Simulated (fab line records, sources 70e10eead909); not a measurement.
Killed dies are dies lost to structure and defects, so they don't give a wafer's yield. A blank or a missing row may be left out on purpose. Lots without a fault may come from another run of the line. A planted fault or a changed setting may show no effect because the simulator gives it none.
fab line records | flow nand_harc
record lots=6 wafers=18 last_day=32
route steps=1302 shown A_ZERO_WELL@406 A_SOURCE_PLATE@413 A_ONON_D1@424 END@1302
lots that met no fault: from a run of the same line without faults
start_h: hours from the record's first day to the start of the lot's first wafer shown | wait_h: hours since the lot's step before | " the same as in the row above | L1.1+2: a row that stands for several wafers | - no value, or no start given | * or withheld: withheld | < > ~ a bound
route shown NAME@n: a module of which the file shows steps, and the number in the route of the first | usual: mean/standard deviation of fault-free wafers | same: alike in all rows | chamber/n: place in a boat | sites: the reading at each site | _std_site: their standard deviation | _edge_site: outer sites' mean less inner sites' | radius_mm: how far each site lies from the wafer's centre | mask NAME#n: copy n | behind: the tool/chamber that last shaped the wafer | hold: why the lot was held/for how many hours/how that ended | device: the transistor (n, p or np) that didn't switch | end of line: the same wafers' tests at the end of the route | a step without rows: its recipe alone | killed: dies lost to structure and defects at the first sort, not the wafer's yield | map: a wafer's dies, x killed, . not, _ none there
set.NAME: the setting as run; set.NAME@STEP: as run at that earlier step | model.NAME: the simulator's own value behind a step, which no gauge read
lots at some steps of the route; a table a step, a row a wafer
services: from which hour (start_h, from the record's first day; less than 0 if before it) a tool's chamber was out of use, for how many hours, and why
## steps
# step NHARC_A_ZERO_WELL_STRIP_14
# recipe time_s=900 temp_c=130 chemistry=SPM
# step NHARC_A_ZERO_WELL_IMPLANT_15
# recipe energy_kev=150 dose_cm2=1e+13 tilt_deg=7
# step NHARC_A_ZERO_WELL_PRECLEAN_22
# recipe time_s=60 temp_c=50 bath_age_min=0 chemistry=SC1
# step NHARC_A_ZERO_WELL_SRD_23
# step NHARC_A_ZERO_WELL_RTA_16
# recipe temp_c=1000 time_s=10
# usual lamp_power_pct=27.5/0.58 lamp_zone_7_pct=28.0/0.59 wafer_temp_C_max=1004.6/0.95
# columns lot.wafer tool chamber start_h wait_h lamp_power_pct lamp_zone_7_pct wafer_temp_C_max
L733.1 rtp_anneal-02 0 200.23 - 27.1 27.5 1004.0
L733.3 " 0 " " 27.0 27.5 1004.1
L733.5 " 0 " " 27.0 27.5 1004.7
L736.4 rtp_anneal-02 0 229.03 - 27.1 27.5 1005.0
L736.5 " 0 " " 27.0 27.4 1005.5
L736.6 " 0 " " 27.1 27.5 1004.1
L737.1 rtp_anneal-01 0 241.85 - 28.2 28.6 1003.4
L737.4 " 0 " " 28.2 28.6 1005.0
L737.5 " 0 " " 28.2 28.6 1005.1
L739.1 rtp_anneal-02 0 262.51 - 27.1 27.5 1004.2
L739.3 " 0 " " 27.0 27.4 1005.9
L739.4 " 0 " " 27.0 27.5 1005.0
L746.1 rtp_anneal-02 0 330.82 - 27.0 27.5 1005.3
L746.5 " 0 " " 27.0 27.5 1005.2
L746.6 " 0 " " 27.0 27.5 1004.4
L748.1 rtp_anneal-01 0 360.48 - 28.2 28.6 1004.6
L748.3 " 0 " " 28.2 28.7 1004.4
L748.6 " 0 " " 28.2 28.7 1005.5
# step NHARC_A_ZERO_WELL_INSPECT_17
# usual raw_defect_count=10/5.1
# columns lot.wafer tool chamber start_h wait_h raw_defect_count
L733.1 defect_inspect-02 - 200.43 0.2 8
L733.3 " - " " 8
L733.5 " - " " 6
L736.4 defect_inspect-01 - 229.14 0.1 13
L736.5 " - " " 11
L736.6 " - " " 7
L737.1 defect_inspect-01 - 242.04 0.2 5
L737.4 " - " " 4
L737.5 " - " " 6
L739.1 defect_inspect-02 - 262.71 0.2 7
L739.3 " - " " 13
L739.4 " - " " 15
L746.1 defect_inspect-02 - 331.01 0.2 6
L746.5 " - " " 28
L746.6 " - " " 6
L748.1 defect_inspect-02 - 360.68 0.2 12
L748.3 " - " " 8
L748.6 " - " " 12
# step NHARC_A_SOURCE_PLATE_PRECLEAN_00
# recipe time_s=60 chemistry=HF-LAST
# step NHARC_A_SOURCE_PLATE_SRD_01
# step NHARC_A_SOURCE_PLATE_OXIDE_02
# recipe target_thk_a=100 temp_c=900 ox_time_s=1362 material=SiO2
# step NHARC_A_SOURCE_PLATE_THK_MEAS_09
# recipe thk_meas_gauge=ellipsometry
# usual thk_nm=9.7/1.1
# columns lot.wafer tool chamber start_h wait_h thk_nm
L733.1 film_metro-02 - 209.30 0.4 10.8
L733.3 " - " " 8.5
L733.5 " - " " 9.6
L736.4 film_metro-02 - 236.50 0.4 8.9
L736.5 " - " " 9.1
L736.6 " - " " 9.5
L737.1 film_metro-02 - 248.83 0.4 11.2
L737.4 " - " " 10.2
L737.5 " - " " 12.0
L739.1 film_metro-02 - 271.19 0.4 10.8
L739.3 " - " " 8.6
L739.4 " - " " 9.5
L746.1 film_metro-02 - 337.89 0.4 12.5
L746.5 " - " " 10.8
L746.6 " - " " 11.0
L748.1 film_metro-01 - 367.95 0.4 8.6
L748.3 " - " " 10.0
L748.6 " - " " 9.4
# step NHARC_A_SOURCE_PLATE_PVD_04
# recipe target_thk_a=500 material=WSi2
# step NHARC_A_SOURCE_PLATE_CVD_03
# recipe target_thk_a=2000 temp_c=620 pressure_mtorr=200 time_s=4000 material=poly-Si
# usual spike_tc_top_C=638.2/1.9 spike_tc_upper_C=619.3/1.3 tube_center_temp_C=620/0.056
# columns lot.wafer tool chamber start_h wait_h spike_tc_top_C spike_tc_upper_C tube_center_temp_C
L733.1 lpcvd_poly-04 0 211.88 - 638.3 619.2 619.96
L733.3 " 0 " " 638.9 618.7 620
L733.5 " 0 " " 635.7 619.2 619.95
L736.4 lpcvd_poly-02 0 239.07 - 639.3 621.7 619.95
L736.5 " 0 " " 637.9 621.5 620.03
L736.6 " 0 " " 640.2 620.2 620.01
L737.1 lpcvd_poly-02 0 251.41 - 638.2 621.8 620
L737.4 " 0 " " 639.8 618.4 620.03
L737.5 " 0 " " 638.4 620.0 619.96
L739.1 lpcvd_poly-02 0 273.76 - 637.7 619.7 619.96
L739.3 " 0 " " 637.2 619.8 619.97
L739.4 " 0 " " 638.2 621.6 620.04
L746.1 lpcvd_poly-02 0 340.46 - 637.2 620.3 620
L746.5 " 0 " " 640.3 619.1 619.99
L746.6 " 0 " " 638.5 619.2 620.08
L748.1 lpcvd_poly-02 0 370.54 - 641.4 620.1 620
L748.3 " 0 " " 639.0 619.2 620.05
L748.6 " 0 " " 640.2 619.4 620.02
# step NHARC_A_SOURCE_PLATE_ANNEAL_05
# recipe temp_c=850 time_s=1800
# step NHARC_A_SOURCE_PLATE_THK_MEAS_06
# recipe thk_meas_gauge=ellipsometry
# usual thk_nm=199.8/2.4
# columns lot.wafer tool chamber start_h wait_h thk_nm
L733.1 film_metro-02 - 222.36 0.4 201.2
L733.3 " - " " 198.5
L733.5 " - " " 198.2
L736.4 film_metro-02 - 252.13 0.4 202.5
L736.5 " - " " 201.6
L736.6 " - " " 202.2
L737.1 film_metro-02 - 261.32 0.4 199.6
L737.4 " - " " 199.2
L737.5 " - " " 200.3
L739.1 film_metro-01 - 286.40 0.4 203.4
L739.3 " - " " 199.5
L739.4 " - " " 202.3
L746.1 film_metro-02 - 350.73 0.4 198.1
L746.5 " - " " 198.0
L746.6 " - " " 199.6
L748.1 film_metro-01 - 380.97 0.4 200.5
L748.3 " - " " 205.0
L748.6 " - " " 203.3
# step NHARC_A_SOURCE_PLATE_INSPECT_08
# usual raw_defect_count=55/22
# columns lot.wafer tool chamber start_h wait_h raw_defect_count
L733.1 defect_inspect-01 - 222.44 0.0 115
L733.3 " - " " 54
L733.5 " - " " 46
L736.4 defect_inspect-02 - 252.23 0.0 47
L736.5 " - " " 33
L736.6 " - " " 47
L737.1 defect_inspect-02 - 261.43 0.0 326
L737.4 " - " " 308
L737.5 " - " " 355
L739.1 defect_inspect-01 - 286.47 0.0 306
L739.3 " - " " 322
L739.4 " - " " 307
L746.1 defect_inspect-02 - 350.84 0.0 50
L746.5 " - " " 110
L746.6 " - " " 104
L748.1 defect_inspect-02 - 381.03 0.0 43
L748.3 " - " " 83
L748.6 " - " " 89
# step NHARC_A_ONON_D1_DEP_00
# recipe target_thk_a=10000 n2_flow_sccm=2750 n2o_flow_sccm=2000 nh3_flow_sccm=500 sih4_flow_sccm=210 temp_c=400
# step NHARC_END_SORT_01
# recipe temp_c=25
# usual killed_at_array=56/19 killed_at_other=1.0/1.3 killed_at_periphery=3.8/2.2 killed_dies=61/19 killed_open=3.1/1.9 killed_short=2.3/1.5
# same gross_dies=677
# columns lot.wafer tool chamber start_h wait_h killed_at_array killed_at_other killed_at_periphery killed_dies killed_open killed_short
L737.1 prober-01 0 648.37 2.5 114 1 0 115 1 3
L737.4 prober-01 0 650.76 3.4 123 1 1 125 3 1
L737.5 prober-01 0 651.56 3.7 120 1 2 123 0 1
L739.1 prober-01 0 680.95 2.5 84 0 3 87 2 1
L739.3 prober-01 0 682.57 3.1 97 1 2 100 5 3
L739.4 prober-01 0 683.38 3.4 84 1 2 87 4 2
L748.1 prober-02 0 772.51 2.5 56 0 4 60 2 6
L748.3 prober-02 0 774.10 3.1 73 1 5 79 3 4
L748.6 prober-02 0 776.49 4.0 55 0 3 58 1 1
# killed by level:class
L737.1 A_SOURCE_PLATE:unspecified=72 A_SLIT:chamber_film_flake=20 A_CHANNEL_HOLE_D2:chamber_film_flake=6 A_STAIRCASE:chamber_film_flake=5 A_CHANNEL_FILL_D1:geometric_particle:short=2 A_CHANNEL_HOLE_D1:chamber_film_flake=2 A_DECK1_JOINT:chamber_film_flake=2 A_BLC:chamber_film_flake=2
L737.4 A_SOURCE_PLATE:unspecified=71 A_SLIT:chamber_film_flake=21 A_CHANNEL_HOLE_D2:chamber_film_flake=10 A_CONTACT:chamber_film_flake=8 A_STAIRCASE:chamber_film_flake=5 A_CHANNEL_HOLE_D1:chamber_film_flake=3 P_CONTACT:geometric_particle:open=1 A_CHANNEL_FILL_D1:geometric_particle:open=1
L737.5 A_SOURCE_PLATE:unspecified=68 A_SLIT:chamber_film_flake=21 A_CHANNEL_HOLE_D2:chamber_film_flake=10 A_BLC:chamber_film_flake=8 A_STAIRCASE:chamber_film_flake=7 A_CONTACT:chamber_film_flake=5 P_GATE:geometric_particle:short=1 P_STI:chamber_film_flake=1
L739.1 A_SOURCE_PLATE:unspecified=67 A_CHANNEL_HOLE_D1:chamber_film_flake=5 A_SLIT:chamber_film_flake=3 A_STAIRCASE:chamber_film_flake=3 A_CONTACT:chamber_film_flake=3 P_CONTACT:chamber_film_flake=2 A_CHANNEL_FILL_D2:geometric_particle:open=1 A_WL_FILL:geometric_particle:short=1
L739.3 A_SOURCE_PLATE:unspecified=74 A_CHANNEL_HOLE_D1:chamber_film_flake=9 A_STAIRCASE:chamber_film_flake=3 A_ONON_D2:geometric_particle:open=2 A_CONTACT:chamber_film_flake=2 P_M0:geometric_particle:short=1 A_DECK1_JOINT:geometric_particle:short=1 A_CHANNEL_HOLE_D2:geometric_particle:open=1
L739.4 A_SOURCE_PLATE:unspecified=68 A_CHANNEL_HOLE_D1:chamber_film_flake=7 A_CONTACT:chamber_film_flake=2 P_CONTACT:geometric_particle:open=1 A_SOURCE_PLATE:geometric_particle:open=1 A_WL_FILL:geometric_particle:short=1 A_WL_FILL:geometric_particle:open=1 A_M0:geometric_particle:short=1
L748.1 A_SLIT:chamber_film_flake=30 A_CHANNEL_HOLE_D1:chamber_film_flake=9 A_CONTACT:chamber_film_flake=5 A_CHANNEL_FILL_D1:geometric_particle:short=3 P_ZERO_WELL:chamber_film_flake=3 A_STAIRCASE:chamber_film_flake=3 A_M0:geometric_particle:open=2 A_ONON_D2:geometric_particle:short=1
L748.3 A_SLIT:chamber_film_flake=34 A_CHANNEL_HOLE_D1:chamber_film_flake=17 A_CONTACT:chamber_film_flake=6 A_CHANNEL_FILL_D1:chamber_film_flake=5 P_GATE:chamber_film_flake=3 A_STAIRCASE:chamber_film_flake=3 A_M0:geometric_particle:open=2 A_DECK1_JOINT:chamber_film_flake=2
L748.6 A_SLIT:chamber_film_flake=27 A_CHANNEL_HOLE_D1:chamber_film_flake=11 A_CONTACT:chamber_film_flake=7 A_ZERO_WELL:chamber_film_flake=3 A_STAIRCASE:chamber_film_flake=2 P_M0:geometric_particle:open=1 A_CHANNEL_FILL_D1:geometric_particle:short=1 P_CONTACT:chamber_film_flake=1
# map L737.4 (x killed, . not)
____________.____________
_________xxxx..._________
_______.xxxxxx...._______
______..x.xxx.x....______
_____....xxxxx......_____
____......xxxxx......____
____.......xxx....x..____
___.........x........x___
___.......x.x.......x.___
__...x.x...............__
__.....x....x..........__
_.......xx.............._
_.............x........._
_......................._
_.............x..x..x..._
_...............xxx....._
...............xxxxx..x..
..............xxxxxxxx...
............x.xxxxxxx....
...............xxxxxxx...
..............xxxxxxxx.x.
_...x...x...x.xxxxxxx..._
_..............xxxxxxx.._
_....x........x.xxxxx..._
_...............xxx.x..._
_............x.xxxxx..x._
__..................x..__
__.....................__
___...................___
___xx........x........___
____.................____
____................x____
_____..............._____
______.............______
_______..........._______
_________......._________
____________.____________
# map L739.3 (x killed, . not)
____________.____________
_________......._________
_______..........._______
______............x______
_____..............._____
____...x.............____
____.................____
___...................___
___.......x...........___
__.....x.....x......x..__
__.....................__
_.........x............._
_..............x........_
_...............x......._
_..............x.xx....._
_.......x..x..x.x......._
................xxxxx....
..........x...xxxxxxx....
.............xxxxxxxxx...
..............xxxxxxxx...
.............xxxxxxxxx...
_............xxxxxxxxx.._
_.............xxxxxxxx.._
_.............xxxxxx...._
_.......x..x..xxxxxx...._
_....x.........xxxx.xx.._
__............x.x..x...__
__...............x.....__
___...................___
___...................___
____.......x.........____
____.................____
_____....x..x......._____
______.............______
_______..........._______
_________......._________
____________.____________
## services
# columns tool chamber start_h hours kind
lpcvd_poly-02 - 206.00 26.0 pm
## key
first_sign step=NHARC_A_SOURCE_PLATE_INSPECT_08 reading=raw_defect_count direction=up sigmas=12 usual=55 struck=321
effect step=NHARC_END_SORT_01 reading=killed_at_array direction=up sigmas=2.5 usual=56 struck=104
more_kills_born_at NHARC_A_SOURCE_PLATE_CVD_03@lpcvd_poly-02=420
met_at NHARC_A_SOURCE_PLATE_CVD_03
struck_wafers L737.1,L737.4,L737.5,L739.1,L739.3,L739.4
tester_left_out L737,L739
onset_between 239.07 251.41
fault kind=chamber_particle_source tool=lpcvd_poly-02 chamber=- onset_h=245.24 steps=NHARC_A_SOURCE_PLATE_CVD_03 rate_per_visit_cm2=0.42706 end_h=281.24
# tester_left_out: of these lots the tester's yield and bins aren't shown, on N5 and GAA mostly nor the transistor test; their killed dies are dies lost to structure and defects alone, not to doping, threshold or leakage, so they don't give the yield
